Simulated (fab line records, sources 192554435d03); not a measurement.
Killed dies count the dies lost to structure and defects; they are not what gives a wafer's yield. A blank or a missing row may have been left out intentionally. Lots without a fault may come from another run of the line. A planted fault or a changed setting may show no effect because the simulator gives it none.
What tool caused it?	flow n5-finfet	24 lots, 72 wafers sampled, at 6 steps of a route of 1938

== WHAT THE GAUGES SHOWED, per wafer ==
N5_BEOL_M8_CD_MEAS_11 targets a cd of 38.5 nm. Usual: cd-nm 38.6 nm, standard deviation 0.4.
lot	measured	on	cd-nm (nm)	flag
L076	day 9 08:15	cd-sem-02	38.7 38.4 39.1	
L074	day 9 10:19	cd-sem-02	38.7 38.7 38.8	
L077	day 10 01:29	cd-sem-02	38.2 39.5 39.0	
L075	day 10 02:20	cd-sem-01	37.7 38.8 38.5	
L078	day 10 08:35	cd-sem-01	38.7 38.1 38.7	
L079	day 10 16:01	cd-sem-01	38.6 38.6 38.9	
L081	day 11 02:52	cd-sem-03	38.2 38.4 38.3	
L082	day 11 03:24	cd-sem-02	38.2 38.3 38.3	
L083	day 11 10:54	cd-sem-03	38.9 38.8 38.0	
L080	day 11 11:04	cd-sem-01	38.6 39.5 38.6	
L084	day 11 18:29	cd-sem-03	38.3 38.4 38.9	
L085	day 12 04:49	cd-sem-02	38.5 38.1 38.7	
L086	day 12 18:53	cd-sem-02	38.9 37.9 38.3	
L087	day 13 02:29	cd-sem-03	38.8 37.9 38.1	
L088	day 13 05:25	cd-sem-03	38.9 38.9 39.0	
L090	day 13 09:23	cd-sem-02	38.6 38.6 38.3	
L091	day 13 13:25	cd-sem-03	38.3 38.9 38.4	
L089	day 13 20:35	cd-sem-03	38.5 38.1 38.8	
L092	day 14 02:40	cd-sem-03	38.3 38.3 38.1	
L094	day 14 04:02	cd-sem-02	39.3 38.7 38.6	
L093	day 14 06:51	cd-sem-02	38.7 38.6 39.0	
L095	day 14 14:10	cd-sem-01	38.3 39.3 39.0	
L096	day 15 03:54	cd-sem-01	37.8 39.0 38.9	
L097	day 15 10:41	cd-sem-01	39.1 38.5 38.8	

N5_BEOL_M8_INSPECT_58: inspects for defects (darkfield). Usual: raw-defect-count 72, standard deviation 24.
lot	measured	on	raw-defect-count	flag
L076	day 9 16:10	defect-inspect-01	91 95 50	
L074	day 9 18:50	defect-inspect-01	37 26 22	
L077	day 10 06:16	defect-inspect-01	112 103 78	
L075	day 10 08:25	defect-inspect-02	62 106 76	
L078	day 10 13:37	defect-inspect-01	108 67 50	
L079	day 10 22:47	defect-inspect-01	63 52 56	
L081	day 11 07:41	defect-inspect-02	93 61 47	
L082	day 11 08:19	defect-inspect-01	44 37 79	
L083	day 11 16:29	defect-inspect-01	82 111 49	
L080	day 11 19:22	defect-inspect-02	70 76 65	
L084	day 12 00:56	defect-inspect-01	81 37 90	
L085	day 12 11:27	defect-inspect-01	62 42 87	
L086	day 12 22:40	defect-inspect-01	44 52 72	
L087	day 13 06:58	defect-inspect-02	83 87 91	
L088	day 13 11:19	defect-inspect-02	76 61 69	
L090	day 13 15:07	defect-inspect-02	100 67 70	
L091	day 13 19:56	defect-inspect-02	72 114 110	
L089	day 14 01:09	defect-inspect-02	58 70 67	
L092	day 14 06:57	defect-inspect-02	57 93 105	
L094	day 14 08:37	defect-inspect-01	118 56 48	
L093	day 14 12:31	defect-inspect-02	62 72 97	
L095	day 14 19:43	defect-inspect-02	58 45 84	
L096	day 15 12:26	defect-inspect-02	62 163 90	
L097	day 15 18:26	defect-inspect-01	50 63 45	

N5_BEOL_M9_INSPECT_13: inspects for defects (brightfield). Usual: raw-defect-count 406, standard deviation 83.
lot	measured	on	raw-defect-count	flag
L076	day 9 18:19	defect-inspect-02	438 460 376	
L074	day 9 20:14	defect-inspect-02	278 198 212	
L077	day 10 09:44	defect-inspect-02	444 440 439	
L075	day 10 10:23	defect-inspect-02	369 444 343	
L078	day 10 15:51	defect-inspect-01	373 350 390	
L079	day 11 00:38	defect-inspect-01	415 453 408	
L081	day 11 10:44	defect-inspect-01	328 310 307	
L082	day 11 11:06	defect-inspect-01	365 506 539	
L083	day 11 18:40	defect-inspect-02	514 378 348	
L080	day 11 21:46	defect-inspect-01	414 452 400	
L084	day 12 02:22	defect-inspect-02	363 277 403	
L085	day 12 13:36	defect-inspect-01	353 324 356	
L086	day 13 00:01	defect-inspect-02	460 546 442	
L087	day 13 09:07	defect-inspect-02	499 424 346	
L088	day 13 13:02	defect-inspect-01	374 310 402	
L090	day 13 16:35	defect-inspect-02	568 537 444	
L091	day 13 22:56	defect-inspect-02	405 485 609	
L089	day 14 03:16	defect-inspect-02	423 388 343	
L092	day 14 08:35	defect-inspect-02	263 338 384	
L094	day 14 10:58	defect-inspect-02	511 259 391	
L093	day 14 14:14	defect-inspect-01	276 417 349	
L095	day 14 22:34	defect-inspect-01	454 438 387	
L096	day 15 14:25	defect-inspect-02	536 614 488	
L097	day 15 20:41	defect-inspect-02	378 523 357	

== WHICH TOOL RAN EACH LOT (tool, then ch and the chambers of the sampled wafers, then the start) ==
lot	N5_BEOL_M8_ETCH_66	N5_BEOL_M8_TRENCH_ETCH_37	N5_BEOL_M9_PECVD_70
L076	rie-diel-05 ch 1,2,3, day 9 09:29	rie-diel-05 ch 1,2,3, day 9 16:10 or earlier	pecvd-02 ch 0,1,2, day 9 16:49
L074	rie-diel-05 ch 0,2,3, day 9 11:29	rie-diel-05 ch 0,2,3, day 9 18:50 or earlier	pecvd-04 ch 0,1,2, day 9 19:29
L077	rie-diel-02 ch 0,3, day 10 03:24	rie-diel-02 ch 0,3, day 10 06:16 or earlier	pecvd-03 ch 1, day 10 06:59
L075	rie-diel-04 ch 0,2, day 10 03:35	rie-diel-04 ch 0,2, day 10 08:25 or earlier	pecvd-03 ch 0,1, day 10 09:08
L078	rie-diel-02 ch 0,1,2, day 10 10:03	rie-diel-02 ch 0,1,2, day 10 13:37 or earlier	pecvd-03 ch 0,1, day 10 14:23
L079	rie-diel-05 ch 1,3, day 10 18:26	rie-diel-05 ch 1,3, day 10 22:47 or earlier	pecvd-04 ch 1,2, day 10 23:27
L081	rie-diel-02 ch 0,3, day 11 04:46	rie-diel-02 ch 0,3, day 11 07:41 or earlier	pecvd-04 ch 0,1, day 11 08:20
L082	rie-diel-04 ch 2,3, day 11 05:14	rie-diel-04 ch 2,3, day 11 08:19 or earlier	pecvd-04 ch 0,1,2, day 11 09:29
L083	rie-diel-02 ch 0,1,3, day 11 12:18	rie-diel-02 ch 0,1,3, day 11 16:29 or earlier	pecvd-02 ch 0,2, day 11 17:09
L080	rie-diel-05 ch 0,1,3, day 11 14:26	rie-diel-05 ch 0,1,3, day 11 19:22 or earlier	pecvd-02 ch 0,1, day 11 20:01
L084	rie-diel-05 ch 1,2, day 11 20:49	rie-diel-05 ch 1,2, day 12 00:56 or earlier	pecvd-02 ch 0,1, day 12 01:36
L085	rie-diel-02 ch 0,1,3, day 12 06:35	rie-diel-02 ch 0,1,3, day 12 11:27 or earlier	pecvd-02 ch 0,1,2, day 12 12:25
L086	rie-diel-05 ch 0,2,3, day 12 20:00	rie-diel-05 ch 0,2,3, day 12 22:40 or earlier	pecvd-03 ch 0,1,2, day 12 23:19
L087	rie-diel-02 ch 0,1,3, day 13 04:11	rie-diel-02 ch 0,1,3, day 13 06:58 or earlier	pecvd-03 ch 1,2, day 13 07:38
L088	rie-diel-02 ch 0,1, day 13 08:00	rie-diel-02 ch 0,1, day 13 11:19 or earlier	pecvd-02 ch 0,1,2, day 13 11:59
L090	rie-diel-04 ch 0,3, day 13 12:17	rie-diel-04 ch 0,3, day 13 15:07 or earlier	pecvd-02 ch 0,1, day 13 15:47
L091	rie-diel-05 ch 0,1,2, day 13 16:09	rie-diel-05 ch 0,1,2, day 13 19:56 or earlier	pecvd-04 ch 0,1, day 13 20:36
L089	rie-diel-02 ch 0,1,2, day 13 22:15	rie-diel-02 ch 0,1,2, day 14 01:09 or earlier	pecvd-02 ch 1,2, day 14 01:49
L092	rie-diel-02 ch 0,1,2, day 14 03:54	rie-diel-02 ch 0,1,2, day 14 06:57 or earlier	pecvd-03 ch 0,2, day 14 07:37
L094	rie-diel-04 ch 0,2,3, day 14 05:27	rie-diel-04 ch 0,2,3, day 14 08:37 or earlier	pecvd-04 ch 0,2, day 14 09:17
L093	rie-diel-04 ch 1,2,3, day 14 08:29	rie-diel-04 ch 1,2,3, day 14 12:31 or earlier	pecvd-02 ch 0,1, day 14 13:11
L095	rie-diel-05 ch 0,1,2, day 14 15:44	rie-diel-05 ch 0,1,2, day 14 19:43 or earlier	pecvd-02 ch 0,2, day 14 20:52
L096	rie-diel-02 ch 1,2,3, day 15 08:35	rie-diel-02 ch 1,2,3, day 15 12:26 or earlier	pecvd-03 ch 1,2, day 15 13:06
L097	rie-diel-02 ch 0,1,3, day 15 15:33	rie-diel-02 ch 0,1,3, day 15 18:26 or earlier	pecvd-04 ch 0,1, day 15 19:06
- N5_BEOL_M8_ETCH_66: etches SOC in N2/H2, target depth 80 nm, overetch 16 nm, time 120 s.
- N5_BEOL_M8_TRENCH_ETCH_37: etches SiCOH lowk in C4F6/O2, target depth 93.478 nm, time 31.2 s.
- N5_BEOL_M9_PECVD_70: deposits SiO2 from TEOS/O2, target thk 20 nm, time 22.7 s.

== AS READ BY THE TOOLS THEMSELVES (means over the sampled wafers that have a number; for cases with no such wafer, the mark the record gives instead) ==
N5_BEOL_M8_ETCH_66. Usual: drypump-motor-current-A 5.6 A, standard deviation 0.41; oes-product-au 0.61 a.u., standard deviation 0.059; rf-vpp-V 524.0 V, standard deviation 2.4; showerhead-plenum-p-Torr 2.55 Torr, standard deviation 0.085; throttle-valve-pct 17.73 %, standard deviation 0.18.
lot	tool	drypump-motor-current-A (A)	oes-product-au (a.u.)	rf-vpp-V (V)	showerhead-plenum-p-Torr (Torr)	throttle-valve-pct (%)	flag
L076	rie-diel-05	5.6	0.61	523.5	2.54	17.56	
L074	rie-diel-05	5.7	0.58	525.7	2.61	17.57	
L077	rie-diel-02	5.5	0.64	523.8	2.51	17.76	
L075	rie-diel-04	5.8	0.57	524.9	2.57	17.85	
L078	rie-diel-02	5.8	0.61	523.5	2.53	17.72	
L079	rie-diel-05	5.6	0.59	522.5	2.49	17.63	
L081	rie-diel-02	5.5	0.63	522.7	2.50	17.79	
L082	rie-diel-04	5.2	0.63	527.0	2.67	17.80	
L083	rie-diel-02	5.4	0.63	523.6	2.54	17.78	
L080	rie-diel-05	5.6	0.62	524.8	2.56	17.73	
L084	rie-diel-05	5.7	0.58	524.9	2.57	17.53	
L085	rie-diel-02	5.4	0.63	523.7	2.54	17.80	
L086	rie-diel-05	5.7	0.56	524.9	2.59	17.62	
L087	rie-diel-02	5.4	0.62	523.7	2.54	17.80	
L088	rie-diel-02	5.4	0.62	524.5	2.58	17.80	
L090	rie-diel-04	5.3	0.62	525.7	2.63	17.71	
L091	rie-diel-05	5.6	0.61	525.9	2.59	17.71	
L089	rie-diel-02	5.8	0.59	523.0	2.52	17.78	
L092	rie-diel-02	5.8	0.59	523.1	2.52	17.79	
L094	rie-diel-04	5.5	0.58	525.6	2.60	17.87	
L093	rie-diel-04	5.4	0.61	525.3	2.60	17.79	
L095	rie-diel-05	5.6	0.59	525.2	2.59	17.71	
L096	rie-diel-02	5.8	0.60	521.8	2.49	17.87	
L097	rie-diel-02	5.4	0.61	524.5	2.53	17.84	

N5_BEOL_M8_TRENCH_ETCH_37. Usual: drypump-motor-current-A 5.6 A, standard deviation 0.41; oes_ar_750_au 0.79 a.u., standard deviation 0.076; oes-product-au 0.79 a.u., standard deviation 0.08; rf-vpp-V 664 V, standard deviation 12; showerhead-plenum-p-Torr 2.85 Torr, standard deviation 0.085; throttle-valve-pct 20.81 %, standard deviation 0.19.
lot	tool	drypump-motor-current-A (A)	oes_ar_750_au (a.u.)	oes-product-au (a.u.)	rf-vpp-V (V)	showerhead-plenum-p-Torr (Torr)	throttle-valve-pct (%)	flag
L076	rie-diel-05	5.6	0.79	0.79	669	2.85	20.70	
L074	rie-diel-05	5.7	0.75	0.75	670	2.91	20.66	
L077	rie-diel-02	5.5	0.84	0.83	649	2.82	20.92	
L075	rie-diel-04	5.8	0.74	0.74	659	2.87	20.90	
L078	rie-diel-02	5.8	0.80	0.81	671	2.83	20.83	
L079	rie-diel-05	5.6	0.77	0.77	679	2.80	20.80	
L081	rie-diel-02	5.5	0.82	0.83	649	2.81	20.94	
L082	rie-diel-04	5.2	0.83	0.82	660	3.00	20.90	
L083	rie-diel-02	5.4	0.83	0.82	662	2.85	20.91	
L080	rie-diel-05	5.6	0.80	0.81	673	2.85	20.76	
L084	rie-diel-05	5.7	0.76	0.76	659	2.87	20.63	
L085	rie-diel-02	5.4	0.82	0.82	663	2.85	20.93	
L086	rie-diel-05	5.7	0.72	0.72	670	2.90	20.70	
L087	rie-diel-02	5.4	0.81	0.81	664	2.84	20.94	
L088	rie-diel-02	5.4	0.81	0.82	676	2.88	20.92	
L090	rie-diel-04	5.3	0.80	0.79	665	2.94	20.79	
L091	rie-diel-05	5.6	0.79	0.79	663	2.88	20.69	
L089	rie-diel-02	5.8	0.77	0.77	672	2.82	20.87	
L092	rie-diel-02	5.8	0.76	0.77	671	2.82	20.87	
L094	rie-diel-04	5.5	0.76	0.75	660	2.92	20.94	
L093	rie-diel-04	5.4	0.80	0.78	655	2.90	20.82	
L095	rie-diel-05	5.6	0.77	0.78	664	2.88	20.71	
L096	rie-diel-02	5.8	0.78	0.78	663	2.79	20.99	
L097	rie-diel-02	5.4	0.79	0.79	662	2.84	20.96	

N5_BEOL_M9_PECVD_70. Usual: heater-power-w 772 W, standard deviation 150; showerhead-plenum-p-Torr 8.81 Torr, standard deviation 0.06; throttle-valve-pct 22.5 %, standard deviation 0.68.
lot	tool	heater-power-w (W)	showerhead-plenum-p-Torr (Torr)	throttle-valve-pct (%)	flag
L076	pecvd-02	866	8.80	22.4	
L074	pecvd-04	729	8.78	22.0	
L077	pecvd-03	771	8.82	22.7	
L075	pecvd-03	732	8.85	22.9	
L078	pecvd-03	698	8.84	22.7	
L079	pecvd-04	748	8.80	22.3	
L081	pecvd-04	696	8.80	22.0	
L082	pecvd-04	705	8.78	22.3	
L083	pecvd-02	876	8.81	23.1	
L080	pecvd-02	988	8.79	22.1	
L084	pecvd-02	987	8.79	21.8	
L085	pecvd-02	893	8.81	22.5	
L086	pecvd-03	631	8.80	22.4	
L087	pecvd-03	587	8.73	22.0	
L088	pecvd-02	931	8.80	22.6	
L090	pecvd-02	953	8.76	22.6	
L091	pecvd-04	697	8.80	22.2	
L089	pecvd-02	832	8.82	22.7	
L092	pecvd-03	587	8.76	22.2	
L094	pecvd-04	641	8.78	22.3	
L093	pecvd-02	991	8.77	22.5	
L095	pecvd-02	891	8.83	23.2	
L096	pecvd-03	691	8.76	22.5	
L097	pecvd-04	711	8.79	22.2	

== THE ANSWER, worked out from the rows above alone ==
Rule: a lot counts as off when the mean over its wafers that have a number is more than 3 standard deviations away from the usual mean. A lot without any number at a reading at which 4 lots or more have one is off too. Any other lot the step has rows for is counted as sound. After the gauges, taken in route order, come the tools' own readings; for these a lot's mean is taken, as printed above. The first step at which some lot is off is used, and at that step the reading that is off furthest; a lot without a number counts as furthest.
No lot is off at any reading shown: from this, nothing can be told.

== WHAT THE SIMULATOR PUT IN ==
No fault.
